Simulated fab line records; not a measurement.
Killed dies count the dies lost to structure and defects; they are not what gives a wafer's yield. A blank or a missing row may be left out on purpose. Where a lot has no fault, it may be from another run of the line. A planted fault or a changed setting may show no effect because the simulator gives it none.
fab line records -- flow nandHarc
[record] lots = 13, wafers = 39, lastDay = 33
route steps=1302 shown A_SLIT@934 A_WL_FILL@952
lots with no fault: from the same line, run without faults
startH: hours from the record's opening day to when the first of the lot's shown wafers began -- waitH: time in hours since the lot's previous step -- " identical to the entry in the row above -- L1.1+2: several wafers, shown together as one row -- - no value, or no start was given -- * or withheld: withheld -- < > ~ a bound
route shown NAME@n: names a module that has steps shown in the file, with the first one's number in the route -- usual: mean/standard deviation taken from wafers without a fault -- same: alike in all rows -- chamber/n: place in a boat -- sites: readings site by site -- _std_site: their standard deviation -- _edge_site: mean of outer sites minus mean of inner sites -- radiusMm: how far each site lies from the wafer's centre -- mask NAME#n: copy n -- behind: the most recent tool/chamber to have shaped the wafer -- hold: cause of the lot's hold/its duration in hours/its outcome -- device: transistor that didn't switch, given as n, p or np -- end of line: at the end of the route, the tests of the same wafers -- step lacking rows: just its recipe -- killed: at the first sort, the dies lost to defects and structure; wafer yield is something else -- map: per-die view of a wafer (x killed, . not killed, _ where there is no die)
set.NAME: the setting the step ran with; set.NAME@STEP: the setting that earlier step ran with -- model.NAME: the simulator's own value behind a step, which no gauge read
route steps across a sampled set of lots; one table per step, one row per wafer
services: from which hour (startH, from the record's first day; less than 0 if before it) a tool's chamber was out of use, for how many hours, and why
[[steps]]
[step NHARC_A_SLIT_OVL_MEAS_10]
[usual] overlayXNm = 0.0/0.74, overlayYNm = 0.0/0.86
lot.wafer,tool,chamber,startH,waitH,overlayXNm,overlayYNm
L786.1,overlay-01,-,461.61,-,0.9,0.5
L786.3,overlay-01,-,461.61,-,0.9,-0.1
L786.6,overlay-01,-,461.61,-,0.3,0.3
L789.1,overlay-02,-,483.61,-,0.9,1.7
L789.5,overlay-02,-,483.61,-,0.6,1.7
L789.6,overlay-02,-,483.61,-,0.9,1.7
L790.1,overlay-01,-,483.76,-,1.0,0.9
L790.3,overlay-01,-,483.76,-,0.0,1.1
L790.5,overlay-01,-,483.76,-,0.1,1.1
L794.1,overlay-02,-,527.46,-,-0.2,-1.0
L794.4,overlay-02,-,527.46,-,-0.4,-0.7
L794.5,overlay-02,-,527.46,-,-0.3,-1.2
L795.2,overlay-02,-,536.80,-,-0.8,-0.4
L795.3,overlay-02,-,536.80,-,-0.8,-0.1
L795.6,overlay-02,-,536.80,-,-0.6,-0.4
L796.1,overlay-01,-,557.79,-,-0.6,-0.9
L796.5,overlay-01,-,557.79,-,-0.4,-0.3
L796.6,overlay-01,-,557.79,-,-0.5,-0.9
L797.2,overlay-02,-,562.27,-,-0.2,-0.5
L797.3,overlay-02,-,562.27,-,-0.9,-0.5
L797.6,overlay-02,-,562.27,-,0.0,-0.6
L798.1,overlay-02,-,571.23,-,-0.3,-0.4
L798.3,overlay-02,-,571.23,-,-0.6,0.1
L798.5,overlay-02,-,571.23,-,-0.1,0.2
L799.1,overlay-01,-,577.05,-,0.1,1.3
L799.5,overlay-01,-,577.05,-,0.6,1.2
L799.6,overlay-01,-,577.05,-,0.1,1.6
L800.1,overlay-02,-,588.25,-,-0.1,-0.5
L800.3,overlay-02,-,588.25,-,0.2,-0.6
L800.4,overlay-02,-,588.25,-,-0.1,-0.5
L803.1,overlay-01,-,621.16,-,-1.0,-1.1
L803.4,overlay-01,-,621.16,-,0.0,-0.7
L803.5,overlay-01,-,621.16,-,-0.4,-0.5
L806.2,overlay-01,-,651.80,-,0.9,-1.5
L806.3,overlay-01,-,651.80,-,0.9,-1.3
L806.5,overlay-01,-,651.80,-,1.0,-0.8
L807.3,overlay-01,-,669.85,-,0.8,0.5
L807.4,overlay-01,-,669.85,-,0.6,0.1
L807.5,overlay-01,-,669.85,-,0.8,0.1
[step NHARC_A_SLIT_INSPECT_11]
[usual] rawDefectCount = 59/30
lot.wafer,tool,chamber,startH,waitH,rawDefectCount
L786.1,defectInspect-02,-,461.64,0.0,123
L786.3,defectInspect-02,-,461.64,0.0,125
L786.6,defectInspect-02,-,461.64,0.0,125
L789.1,defectInspect-01,-,483.65,0.0,71
L789.5,defectInspect-01,-,483.65,0.0,79
L789.6,defectInspect-01,-,483.65,0.0,61
L790.1,defectInspect-02,-,483.80,0.0,22
L790.3,defectInspect-02,-,483.80,0.0,25
L790.5,defectInspect-02,-,483.80,0.0,20
L794.1,defectInspect-02,-,527.49,0.0,73
L794.4,defectInspect-02,-,527.49,0.0,71
L794.5,defectInspect-02,-,527.49,0.0,73
L795.2,defectInspect-01,-,536.83,0.0,28
L795.3,defectInspect-01,-,536.83,0.0,34
L795.6,defectInspect-01,-,536.83,0.0,35
L796.1,defectInspect-02,-,557.82,0.0,66
L796.5,defectInspect-02,-,557.82,0.0,59
L796.6,defectInspect-02,-,557.82,0.0,66
L797.2,defectInspect-02,-,562.30,0.0,45
L797.3,defectInspect-02,-,562.30,0.0,33
L797.6,defectInspect-02,-,562.30,0.0,34
L798.1,defectInspect-02,-,571.28,0.1,17
L798.3,defectInspect-02,-,571.28,0.1,16
L798.5,defectInspect-02,-,571.28,0.1,15
L799.1,defectInspect-02,-,577.08,0.0,47
L799.5,defectInspect-02,-,577.08,0.0,46
L799.6,defectInspect-02,-,577.08,0.0,51
L800.1,defectInspect-02,-,588.29,0.0,135
L800.3,defectInspect-02,-,588.29,0.0,85
L800.4,defectInspect-02,-,588.29,0.0,99
L803.1,defectInspect-02,-,621.19,0.0,70
L803.4,defectInspect-02,-,621.19,0.0,70
L803.5,defectInspect-02,-,621.19,0.0,71
L806.2,defectInspect-02,-,651.84,0.0,30
L806.3,defectInspect-02,-,651.84,0.0,28
L806.5,defectInspect-02,-,651.84,0.0,22
L807.3,defectInspect-02,-,669.90,0.1,82
L807.4,defectInspect-02,-,669.90,0.1,77
L807.5,defectInspect-02,-,669.90,0.1,68
[step NHARC_A_SLIT_STRIP_18]
[recipe] o2FlowSccm = 500, arFlowSccm = 0, biasW = 0, chemistry = O2
[usual] drypumpMotorCurrentA = 5.9/0.45, oesProductAu = 1.000/0.014, rfVppV = 57.6/0.9, showerheadPlenumPTorr = 3.54/0.094, throttleValvePct = 17.036/0.01
lot.wafer,tool,chamber,startH,waitH,drypumpMotorCurrentA,oesProductAu,rfHoursCounterH,rfVppV,showerheadPlenumPTorr,throttleValvePct
L786.1,rieDiel-09,0,-,-,5.5,1.004,10,57.1,3.40,17.018
L786.3,rieDiel-09,2,-,-,5.8,1.019,11,57.4,3.50,17.023
L786.6,rieDiel-09,0,-,-,5.5,1.001,-,56.4,3.40,17.036
L789.1,rieDiel-10,0,-,-,6.4,1.008,4,56.8,3.68,17.051
L789.6,rieDiel-10,0,-,-,6.4,1.007,-,58.3,3.68,17.038
L789.5,rieDiel-10,1,-,-,5.9,0.996,-,57.9,3.45,17.049
L790.3,rieDiel-09,1,-,-,5.4,1.033,6,56.6,3.57,17.026
L790.1,rieDiel-09,2,-,-,5.8,1.033,13,57.5,3.50,17.009
L790.5,rieDiel-09,1,-,-,5.4,1.031,-,58.3,3.57,17.034
L794.4,rieDiel-10,2,-,-,6.7,0.988,5,56.8,3.45,17.031
L794.1,rieDiel-10,3,-,-,6.1,0.999,5,57.5,3.53,17.038
L794.5,rieDiel-10,2,-,-,6.7,1.003,-,56.7,3.45,17.024
L795.3,rieDiel-10,2,-,-,6.8,0.984,7,58.5,3.45,17.036
L795.2,rieDiel-10,0,-,-,6.5,1.006,7,56.4,3.68,17.042
L795.6,rieDiel-10,3,-,-,6.1,1.005,-,58.1,3.53,17.026
L796.1,rieDiel-10,1,-,-,5.9,1.005,10,56.4,3.45,17.019
L796.5,rieDiel-10,0,-,-,6.4,0.992,-,59.3,3.68,17.047
L796.6,rieDiel-10,1,-,-,5.9,1.001,-,56.4,3.45,17.024
L797.2,rieDiel-09,3,-,-,5.5,0.964,3,56.6,3.63,17.034
L797.3,rieDiel-09,1,-,-,5.4,1.003,3,58.1,3.57,17.033
L797.6,rieDiel-09,3,-,-,5.5,0.977,-,58.5,3.63,17.048
L798.3,rieDiel-06,3,-,-,6.0,1.018,5,58.0,3.66,17.041
L798.1,rieDiel-06,1,-,-,6.7,1.012,6,58.1,3.59,17.036
L798.5,rieDiel-06,2,-,-,5.8,0.986,-,57.8,3.40,17.044
L799.1,rieDiel-10,3,-,-,6.1,0.999,10,56.4,3.53,17.043
L799.5,rieDiel-10,3,-,-,6.1,0.990,-,57.5,3.53,17.041
L799.6,rieDiel-10,0,-,-,6.4,0.997,-,58.7,3.68,17.024
L800.3,rieDiel-09,2,-,-,5.8,1.004,6,57.3,3.49,17.045
L800.1,rieDiel-09,0,-,-,5.5,0.999,4,58.6,3.40,17.015
L800.4,rieDiel-09,1,-,-,5.4,0.996,5,57.5,3.57,17.045
L803.1,rieDiel-09,2,-,-,5.8,1.003,7,57.4,3.49,17.030
L803.4,rieDiel-09,2,-,-,5.8,0.998,-,57.1,3.49,17.031
L803.5,rieDiel-09,3,-,-,5.5,0.975,-,58.1,3.63,17.049
L806.3,rieDiel-06,3,-,-,6.0,0.998,8,58.7,3.65,17.037
L806.2,rieDiel-06,1,-,-,6.7,0.990,9,59.3,3.59,17.029
L806.5,rieDiel-06,3,-,-,6.0,1.000,-,59.1,3.65,17.037
L807.3,rieDiel-06,0,-,-,5.5,0.996,0,59.2,3.63,17.036
L807.4,rieDiel-06,1,-,-,6.7,0.997,0,57.3,3.58,17.054
L807.5,rieDiel-06,0,-,-,5.5,0.991,-,57.0,3.63,17.048
[step NHARC_A_WL_FILL_ALD_00]
[recipe] targetThkA = 30, pulseTimeS = 3, aldCycles = 30, tempC = 300, material = Al2O3
[usual] aldCycles = 30/0, heaterPowerOuterW = 257/31, heaterPowerW = 454/53, precursorPulseHeightRel = 1.001/0.018, susceptorTempC = 300.02/0.17
lot.wafer,tool,chamber,startH,waitH,aldCycles,heaterPowerOuterW,heaterPowerW,precursorPulseHeightRel,susceptorTempC
L786.3,aldHk-04,0,476.23,0.1,30,236,401,0.999,300.11
L786.1,aldHk-04,2,476.23,0.1,30,238,419,1.016,300.29
L786.6,aldHk-04,0,476.23,0.1,30,237,386,0.989,299.84
L790.1,aldHk-01,0,496.77,0.1,30,281,507,1.027,299.99
L790.3,aldHk-01,2,496.77,0.1,30,293,473,1.004,300.22
L790.5,aldHk-01,1,496.77,0.1,30,237,417,1.036,299.75
L789.1,aldHk-02,2,496.82,0.1,30,243,470,0.985,300.39
L789.5,aldHk-02,0,496.82,0.1,30,265,456,0.983,300.32
L789.6,aldHk-02,1,496.82,0.1,30,288,515,0.993,299.93
L794.1,aldHk-04,3,541.08,0.1,30,252,467,1.003,300.25
L794.4,aldHk-04,1,541.08,0.1,30,309,566,1.012,299.94
L794.5,aldHk-04,3,541.08,0.1,30,248,466,0.991,299.75
L795.3,aldHk-02,1,549.80,0.1,30,305,525,1.018,299.99
L795.2,aldHk-02,3,549.80,0.1,30,237,380,1.025,300.05
L795.6,aldHk-02,0,549.80,0.1,30,274,466,1.015,300.33
L796.1,aldHk-01,3,571.05,0.1,30,202,391,0.983,-
L796.5,aldHk-01,0,571.05,0.1,30,281,497,1.038,-
L796.6,aldHk-01,1,571.05,0.1,30,245,424,0.988,-
L797.2,aldHk-02,3,575.40,0.1,30,239,373,1.011,-
L797.3,aldHk-02,1,575.40,0.1,30,291,530,0.973,-
L797.6,aldHk-02,2,575.40,0.1,30,246,449,1.024,-
L798.1,aldHk-02,1,584.72,0.1,30,296,541,0.995,300.17
L798.3,aldHk-02,0,584.72,0.1,30,275,487,0.992,300.05
L798.5,aldHk-02,2,584.72,0.1,30,249,451,0.983,299.87
L799.1,aldHk-01,1,590.08,0.1,30,245,423,0.978,300.00
L799.6,aldHk-01,1,590.08,0.1,30,245,415,1.003,300.06
L799.5,aldHk-01,2,590.08,0.1,30,289,486,0.979,299.75
L800.1,aldHk-04,3,604.49,0.1,30,250,459,1.024,300.28
L800.4,aldHk-04,0,604.49,0.1,30,236,394,0.983,300.28
L800.3,aldHk-04,1,604.49,0.1,30,306,553,0.990,299.87
L803.1,aldHk-01,3,634.31,0.1,30,204,391,0.996,300.01
L803.4,aldHk-01,2,634.31,0.1,30,286,481,0.982,299.81
L803.5,aldHk-01,3,634.31,0.1,30,203,392,1.006,299.90
L806.3,aldHk-01,2,664.90,0.1,20,290,474,0.984,299.91
L806.2,aldHk-01,3,664.90,0.1,30,189,375,1.001,300.29
L806.5,aldHk-01,1,664.90,0.1,30,237,432,1.028,299.95
L807.3,aldHk-01,0,682.97,0.1,20,283,515,0.993,-
L807.4,aldHk-01,3,682.97,0.1,30,193,377,1.017,-
L807.5,aldHk-01,1,682.97,0.1,30,235,423,0.978,-
[[services]]
tool,chamber,startH,hours,kind
rieDiel-10,2,447.48,16.9,repair
aldHk-02,-,471.27,0.9,repair
aldHk-01,2,476.75,10.0,ventCycle
aldHk-01,3,476.75,10.0,ventCycle
rieDiel-06,-,484.20,9.0,pm
aldHk-01,0,486.75,-,clean
aldHk-01,1,486.75,-,clean
aldHk-01,2,486.75,-,clean
aldHk-01,3,486.75,-,clean
rieDiel-10,3,488.99,10.4,repair
aldHk-01,-,492.84,0.6,repair
rieDiel-09,-,497.36,9.0,pm
rieDiel-09,-,528.83,1.9,repair
rieDiel-10,-,596.50,9.0,pm
rieDiel-09,1,617.28,15.0,repair
aldHk-01,-,654.75,10.0,pm
aldHk-01,0,654.75,10.0,ventCycle
aldHk-01,1,654.75,10.0,ventCycle
aldHk-01,2,654.75,10.0,ventCycle
rieDiel-10,3,656.52,2.0,repair
rieDiel-06,2,660.39,10.5,repair
rieDiel-06,-,661.20,9.0,pm
rieDiel-09,1,673.16,6.1,repair
rieDiel-09,-,674.36,9.0,pm
[[key]]
[firstSign] step = NHARC_A_WL_FILL_ALD_00, reading = aldCycles, direction = down, sigmas = 99+, usual = 30, struck = 20
effect none on later readings
metAt NHARC_A_WL_FILL_ALD_00
struckLots L806,L807
struckWafers L806.3,L807.3
testerLeftOut L806,L807
notActingAt NHARC_A_SLIT_OVL_MEAS_10,NHARC_A_SLIT_INSPECT_11,NHARC_A_SLIT_STRIP_18
onsetBetween 634.31 664.90
[fault] kind = processParameterDrift, tool = aldHk-01, chamber = -, onsetH = 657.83, steps = NHARC_A_WL_FILL_ALD_00, channel = aldCycles, offset = -10, shape = step, endH = 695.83, scope = struckWafersOnly, actsIn = theseRecipesOnly, stated = 30
// testerLeftOut: of these lots the tester's yield and bins aren't shown, on N5 and GAA mostly nor the transistor test; their killed dies are dies lost to structure and defects alone, not to doping, threshold or leakage, so they don't give the yield
